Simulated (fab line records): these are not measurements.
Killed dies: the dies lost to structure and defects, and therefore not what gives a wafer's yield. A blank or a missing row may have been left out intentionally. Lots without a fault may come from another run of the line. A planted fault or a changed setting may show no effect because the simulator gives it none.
Which tool was responsible? :: flow n5_finfet :: 9 lots with 26 wafers sampled at 5 steps, on a route of 1938 steps

WHAT EACH GAUGE READ, for each wafer
N5_BEOL_M4_RC_MEAS_101.
lot: L449
measured: day 7 20:03
on: prober-01
CHAIN_V1 (ohm/link): 240 243 254
CHAIN_V1_max_site (ohm/link): 247 255 267
COMB_M2 (S/m): 5.9e-11 5.5e-11 5.4e-11
COMB_M2_max_site (S/m): 9.1e-11 7.6e-11 8.7e-11
DIBL_N (mV/V): 34.9 34.5 37.4
DIBL_P (mV/V): 35.9 35.7 37.8
IOFF_N (nA/um): 0.152 0.133 0.186
IOFF_P (nA/um): 0.17 0.18 0.20
ION_N (uA/um): 682 660 670
ION_P (uA/um): 454 449 453
SS_N (mV/dec): 71.5 71.4 72.5
SS_P (mV/dec): 73.3 73.7 73.2
VT_N (mV): 250 251 244
VT_P (mV): -254 -253 -253

lot: L452
measured: day 9 03:16
on: prober-02
CHAIN_V1 (ohm/link): 239 239 256
CHAIN_V1_max_site (ohm/link): 242 255 265
COMB_M2 (S/m): 5.2e-11 5.2e-11 5.4e-11
COMB_M2_max_site (S/m): 8.4e-11 6.9e-11 7.6e-11
DIBL_N (mV/V): 36.6 35.1 37.3
DIBL_P (mV/V): 35.3 33.9 36.3
IOFF_N (nA/um): 0.158 0.135 0.173
IOFF_P (nA/um): 0.23 0.21 0.25
ION_N (uA/um): 678 662 677
ION_P (uA/um): 467 462 470
SS_N (mV/dec): 71.5 70.4 71.1
SS_P (mV/dec): 73.4 73.0 73.6
VT_N (mV): 250 252 250
VT_P (mV): -248 -248 -244

lot: L453
measured: day 9 04:07
on: prober-01
CHAIN_V1 (ohm/link): 238 243 235
CHAIN_V1_max_site (ohm/link): 244 254 249
COMB_M2 (S/m): 5.2e-11 4.3e-11 4.2e-11
COMB_M2_max_site (S/m): 8.5e-11 4.6e-11 6.1e-11
DIBL_N (mV/V): 35.8 35.5 37.0
DIBL_P (mV/V): 34.7 34.8 36.7
IOFF_N (nA/um): 0.145 0.150 0.172
IOFF_P (nA/um): 0.19 0.20 0.23
ION_N (uA/um): 660 681 667
ION_P (uA/um): 451 465 460
SS_N (mV/dec): 71.2 71.0 70.9
SS_P (mV/dec): 73.5 73.2 73.8
VT_N (mV): 249 250 248
VT_P (mV): -251 -249 -248

lot: L456
measured: day 9 18:21
on: prober-02
CHAIN_V1 (ohm/link): 239 249 242
CHAIN_V1_max_site (ohm/link): 250 255 249
COMB_M2 (S/m): 5e-11 6.3e-11 8.7e-11
COMB_M2_max_site (S/m): 7.3e-11 8.8e-11 9.1e-11
DIBL_N (mV/V): 36.2 35.3 37.7
DIBL_P (mV/V): 35.3 35.3 38.0
IOFF_N (nA/um): 0.164 0.157 0.191
IOFF_P (nA/um): 0.18 0.18 0.23
ION_N (uA/um): 669 678 679
ION_P (uA/um): 453 457 467
SS_N (mV/dec): 72.0 71.5 72.2
SS_P (mV/dec): 72.7 73.0 74.1
VT_N (mV): 249 248 245
VT_P (mV): -253 -253 -249

lot: L458
measured: day 10 10:15
on: prober-02
CHAIN_V1 (ohm/link): 242 233 199
CHAIN_V1_max_site (ohm/link): 251 250 204
COMB_M2 (S/m): 6.1e-11 6.9e-11 1.37e-10
COMB_M2_max_site (S/m): 1.22e-10 8.8e-11 1.7e-10
DIBL_N (mV/V): 37.5 35.7 35.2
DIBL_P (mV/V): 40.1 38.1 36.2
IOFF_N (nA/um): 0.170 0.151 0.130
IOFF_P (nA/um): 0.22 0.20 0.16
ION_N (uA/um): 682 666 657
ION_P (uA/um): 463 461 447
SS_N (mV/dec): 71.9 72.4 71.7
SS_P (mV/dec): 73.5 73.6 73.6
VT_N (mV): 251 250 251
VT_P (mV): -251 -252 -257

lot: L460
measured: day 11 02:14
on: prober-02
CHAIN_V1 (ohm/link): 232 232
CHAIN_V1_max_site (ohm/link): 250 236
COMB_M2 (S/m): 4.9e-11 6.6e-11
COMB_M2_max_site (S/m): 6.4e-11 8.7e-11
DIBL_N (mV/V): 38.6 37.4
DIBL_P (mV/V): 40.1 36.5
IOFF_N (nA/um): 0.216 0.170
IOFF_P (nA/um): 0.23 0.17
ION_N (uA/um): 691 667
ION_P (uA/um): 465 449
SS_N (mV/dec): 72.2 72.1
SS_P (mV/dec): 74.6 73.5
VT_N (mV): 244 249
VT_P (mV): -252 -255

lot: L461
measured: day 11 21:37
on: prober-02
CHAIN_V1 (ohm/link): 232 186 195
CHAIN_V1_max_site (ohm/link): 240 197 201
COMB_M2 (S/m): 4.6e-11 9.4e-11 1.12e-10
COMB_M2_max_site (S/m): 6.3e-11 1.45e-10 1.56e-10
DIBL_N (mV/V): 36.3 36.7 35.4
DIBL_P (mV/V): 35.4 35.9 33.3
IOFF_N (nA/um): 0.172 0.179 0.136
IOFF_P (nA/um): 0.21 0.22 0.17
ION_N (uA/um): 667 674 656
ION_P (uA/um): 456 460 450
SS_N (mV/dec): 71.7 71.3 71.5
SS_P (mV/dec): 74.1 74.2 72.9
VT_N (mV): 248 249 255
VT_P (mV): -250 -250 -254

lot: L468
measured: day 13 01:34
on: prober-02
CHAIN_V1 (ohm/link): 233 223 226
CHAIN_V1_max_site (ohm/link): 248 232 238
COMB_M2 (S/m): 4.6e-11 5.7e-11 4e-11
COMB_M2_max_site (S/m): 7.3e-11 8.1e-11 8.1e-11
DIBL_N (mV/V): 36.3 35.6 35.4
DIBL_P (mV/V): 36.5 36.2 35.1
IOFF_N (nA/um): 0.160 0.138 0.140
IOFF_P (nA/um): 0.20 0.20 0.19
ION_N (uA/um): 671 660 673
ION_P (uA/um): 456 451 459
SS_N (mV/dec): 72.0 71.5 70.9
SS_P (mV/dec): 74.1 73.5 74.4
VT_N (mV): 248 254 252
VT_P (mV): -253 -255 -253

lot: L469
measured: day 13 07:11
on: prober-02
CHAIN_V1 (ohm/link): 226 233 240
CHAIN_V1_max_site (ohm/link): 237 239 252
COMB_M2 (S/m): 5.7e-11 5.7e-11 5.1e-11
COMB_M2_max_site (S/m): 8e-11 8.3e-11 5.6e-11
DIBL_N (mV/V): 34.0 36.4 36.2
DIBL_P (mV/V): 34.6 37.1 37.3
IOFF_N (nA/um): 0.139 0.179 0.174
IOFF_P (nA/um): 0.20 0.24 0.25
ION_N (uA/um): 679 669 674
ION_P (uA/um): 465 466 467
SS_N (mV/dec): 71.0 72.0 71.8
SS_P (mV/dec): 72.8 73.6 73.0
VT_N (mV): 250 247 248
VT_P (mV): -249 -243 -245

WHICH TOOL RAN EACH LOT (tool, then ch and the chambers of the sampled wafers, then the start)
lot: L449
N5_BEOL_M2_ALD_98: ald_sin-02 ch 0,1,3, day 6 12:56
N5_BEOL_M2_DEGAS_44: pvd_sputter-03, day 6 18:53
N5_BEOL_M2_ALD_84: ald_metal-02 ch 0,1,3, day 6 18:59
N5_BEOL_M2_SPUTTER_79: pvd_sputter-03, day 6 19:42

lot: L452
N5_BEOL_M2_ALD_98: ald_sin-03 ch 0,2,3, day 7 12:19
N5_BEOL_M2_DEGAS_44: pvd_sputter-03, day 7 15:56
N5_BEOL_M2_ALD_84: ald_metal-02 ch 0,2, day 7 16:02
N5_BEOL_M2_SPUTTER_79: pvd_sputter-02, day 7 18:13

lot: L453
N5_BEOL_M2_ALD_98: ald_sin-01 ch 2,3, day 7 18:01
N5_BEOL_M2_DEGAS_44: pvd_sputter-03, day 7 21:02
N5_BEOL_M2_ALD_84: ald_metal-02 ch 0,1, day 7 21:08
N5_BEOL_M2_SPUTTER_79: pvd_sputter-03, day 7 21:49

lot: L456
N5_BEOL_M2_ALD_98: ald_sin-03 ch 1,3, day 8 12:14
N5_BEOL_M2_DEGAS_44: pvd_sputter-03, day 8 15:04
N5_BEOL_M2_ALD_84: ald_metal-03 ch 0,1, day 8 15:10
N5_BEOL_M2_SPUTTER_79: pvd_sputter-03, day 8 16:10

lot: L458
N5_BEOL_M2_ALD_98: ald_sin-03 ch 0,1, day 9 10:43
N5_BEOL_M2_DEGAS_44: pvd_sputter-03, day 9 14:15
N5_BEOL_M2_ALD_84: ald_metal-02 ch 0,1,2, day 9 14:21
N5_BEOL_M2_SPUTTER_79: pvd_sputter-01, day 9 15:03

lot: L460
N5_BEOL_M2_ALD_98: ald_sin-01 ch 0,2, day 9 23:44
N5_BEOL_M2_DEGAS_44: pvd_sputter-03, day 10 00:35
N5_BEOL_M2_ALD_84: ald_metal-04 ch 1,2, day 10 00:41
N5_BEOL_M2_SPUTTER_79: pvd_sputter-02, day 10 01:22

lot: L461
N5_BEOL_M2_ALD_98: ald_sin-03 ch 0,2, day 10 17:07
N5_BEOL_M2_DEGAS_44: pvd_sputter-03, day 10 20:02
N5_BEOL_M2_ALD_84: ald_metal-02 ch 0,1,2, day 10 20:08
N5_BEOL_M2_SPUTTER_79: pvd_sputter-01, day 10 20:55

lot: L468
N5_BEOL_M2_ALD_98: ald_sin-02 ch 0,3, day 11 20:18
N5_BEOL_M2_DEGAS_44: pvd_sputter-02, day 11 21:13
N5_BEOL_M2_ALD_84: ald_metal-04 ch 0,3, day 11 21:20
N5_BEOL_M2_SPUTTER_79: pvd_sputter-02, day 11 22:08

lot: L469
N5_BEOL_M2_ALD_98: ald_sin-03 ch 1,2,3, day 11 21:35
N5_BEOL_M2_DEGAS_44: pvd_sputter-02, day 12 00:55
N5_BEOL_M2_ALD_84: ald_metal-03 ch 0,1,3, day 12 01:02
N5_BEOL_M2_SPUTTER_79: pvd_sputter-01, day 12 03:13
- N5_BEOL_M2_ALD_98: deposits SiO2, target thk 2.5 nm, pulse time 1 s, co reactant pulse time 1 s.
- N5_BEOL_M2_DEGAS_44: time 60 s.
- N5_BEOL_M2_ALD_84: deposits TaN, pulse time 2 s, purge time 3 s, co reactant purge time 2 s.
- N5_BEOL_M2_SPUTTER_79: material Cu, target thk 4.5 nm, time 8.29 s.

AS READ BY THE TOOLS THEMSELVES (means over the sampled wafers that have a number; for cases with no such wafer, the mark the record gives instead)
N5_BEOL_M2_ALD_98.
lot: L449
tool: ald_sin-02
chamber_pressure_Torr (Torr): 2.000
heater_power_w (W): 75
precursor_pulse_height_rel: 1.019
susceptor_temp_C (C): 100.03

lot: L452
tool: ald_sin-03
chamber_pressure_Torr (Torr): 2.000
heater_power_w (W): 65
precursor_pulse_height_rel: 1.009
susceptor_temp_C (C): 99.92

lot: L453
tool: ald_sin-01
chamber_pressure_Torr (Torr): 1.995
heater_power_w (W): 88
precursor_pulse_height_rel: 1.003
susceptor_temp_C (C): 100.08

lot: L456
tool: ald_sin-03
chamber_pressure_Torr (Torr): 2.000
heater_power_w (W): 69
precursor_pulse_height_rel: 1.002
susceptor_temp_C (C): 99.86

lot: L458
tool: ald_sin-03
chamber_pressure_Torr (Torr): 1.999
heater_power_w (W): 75
precursor_pulse_height_rel: 1.005
susceptor_temp_C (C): 99.96

lot: L460
tool: ald_sin-01
chamber_pressure_Torr (Torr): 2.002
heater_power_w (W): 86
precursor_pulse_height_rel: 0.981
susceptor_temp_C (C): 99.94

lot: L461
tool: ald_sin-03
chamber_pressure_Torr (Torr): 1.999
heater_power_w (W): 68
precursor_pulse_height_rel: 0.997
susceptor_temp_C (C): 99.95

lot: L468
tool: ald_sin-02
chamber_pressure_Torr (Torr): 2.003
heater_power_w (W): 81
precursor_pulse_height_rel: 0.992
susceptor_temp_C (C): 100.04

lot: L469
tool: ald_sin-03
chamber_pressure_Torr (Torr): 2.002
heater_power_w (W): 64
precursor_pulse_height_rel: 0.989
susceptor_temp_C (C): 99.97

N5_BEOL_M2_DEGAS_44.
lot: L449
tool: pvd_sputter-03
heater_power_w (W): 357
susceptor_temp_C (C): 250.04

lot: L452
tool: pvd_sputter-03
heater_power_w (W): 343
susceptor_temp_C (C): 250.04

lot: L453
tool: pvd_sputter-03
heater_power_w (W): 341
susceptor_temp_C (C): 249.97

lot: L456
tool: pvd_sputter-03
heater_power_w (W): 353
susceptor_temp_C (C): 249.94

lot: L458
tool: pvd_sputter-03
heater_power_w (W): 366
susceptor_temp_C (C): 250.10

lot: L460
tool: pvd_sputter-03
heater_power_w (W): 371
susceptor_temp_C (C): 249.95

lot: L461
tool: pvd_sputter-03
heater_power_w (W): 367
susceptor_temp_C (C): 250.04

lot: L468
tool: pvd_sputter-02
heater_power_w (W): 349
susceptor_temp_C (C): 250.12

lot: L469
tool: pvd_sputter-02
heater_power_w (W): 345
susceptor_temp_C (C): 250.06

N5_BEOL_M2_ALD_84.
lot: L449
tool: ald_metal-02
chamber_pressure_Torr (Torr): 3.003
heater_power_w (W): 413
susceptor_temp_C (C): 274.83

lot: L452
tool: ald_metal-02
chamber_pressure_Torr (Torr): 3.002
heater_power_w (W): 461
susceptor_temp_C (C): 274.73

lot: L453
tool: ald_metal-02
chamber_pressure_Torr (Torr): 3.001
heater_power_w (W): 394
susceptor_temp_C (C): 275.01

lot: L456
tool: ald_metal-03
chamber_pressure_Torr (Torr): 2.996
heater_power_w (W): 404
susceptor_temp_C (C): 275.07

lot: L458
tool: ald_metal-02
chamber_pressure_Torr (Torr): 3.005
heater_power_w (W): 421
susceptor_temp_C (C): 275.01

lot: L460
tool: ald_metal-04
chamber_pressure_Torr (Torr): 2.998
heater_power_w (W): 406
susceptor_temp_C (C): 275.05

lot: L461
tool: ald_metal-02
chamber_pressure_Torr (Torr): 2.997
heater_power_w (W): 416
susceptor_temp_C (C): 274.97

lot: L468
tool: ald_metal-04
chamber_pressure_Torr (Torr): 2.997
heater_power_w (W): 412
susceptor_temp_C (C): 274.70

lot: L469
tool: ald_metal-03
chamber_pressure_Torr (Torr): 2.999
heater_power_w (W): 422
susceptor_temp_C (C): 275.10

N5_BEOL_M2_SPUTTER_79.
lot: L449
tool: pvd_sputter-03
susceptor_temp_C (C): -20.00
throttle_valve_pct (%): 30.1

lot: L452
tool: pvd_sputter-02
susceptor_temp_C (C): -20.09
throttle_valve_pct (%): 29.5

lot: L453
tool: pvd_sputter-03
susceptor_temp_C (C): -20.04
throttle_valve_pct (%): 29.6

lot: L456
tool: pvd_sputter-03
susceptor_temp_C (C): -19.94
throttle_valve_pct (%): 30.4

lot: L458
tool: pvd_sputter-01
susceptor_temp_C (C): -20.11
throttle_valve_pct (%): 30.8

lot: L460
tool: pvd_sputter-02
susceptor_temp_C (C): -20.05
throttle_valve_pct (%): 29.1

lot: L461
tool: pvd_sputter-01
susceptor_temp_C (C): -20.02
throttle_valve_pct (%): 30.5

lot: L468
tool: pvd_sputter-02
susceptor_temp_C (C): -19.97
throttle_valve_pct (%): 29.0

lot: L469
tool: pvd_sputter-01
susceptor_temp_C (C): -20.04
throttle_valve_pct (%): 30.5

THE ANSWER, worked out from the rows above alone
Rule: the usual values come from the lots themselves. Put in order of their means at a reading, lots are off if they are a third of the lots or fewer, leave a main group of 4 or more, and stand apart from it by a gap of 3 or more times the standard deviation of the main group's means; of several such gaps the widest counts. If all means in a main group match to the digits the tables above print for the reading, that group is not used. A lot without any number at a reading at which 4 lots or more have one is off too. All remaining lots with rows at the step are treated as sound. First the gauges in route order, then the tools' own readings, where a lot's mean is used as printed above. At the first step where some lot is off, the reading lying furthest off is the one used; lots without a number count as furthest.
Off: at N5_BEOL_M4_RC_MEAS_101 (COMB_M2_max_site), L458, L461. The main group: mean 8e-11 S/m, standard deviation 6.5e-12.
A tool fits if, at a process step before that reading, it ran every lot that is off, and no sound lot after the first of them. Those tools and the gauges at N5_BEOL_M4_RC_MEAS_101 are tried in the same way. One fits: N5_BEOL_M2_ALD_84 on ald_metal-02. A fault onset in the window from L453 (day 7 21:08, its last sound lot) to L458 (day 9 14:21, its first lot off) fits.

WHAT THE SIMULATOR HAD INSERTED
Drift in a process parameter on ald_metal-02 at N5_BEOL_M2_ALD_84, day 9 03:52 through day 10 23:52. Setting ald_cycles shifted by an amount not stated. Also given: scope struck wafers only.
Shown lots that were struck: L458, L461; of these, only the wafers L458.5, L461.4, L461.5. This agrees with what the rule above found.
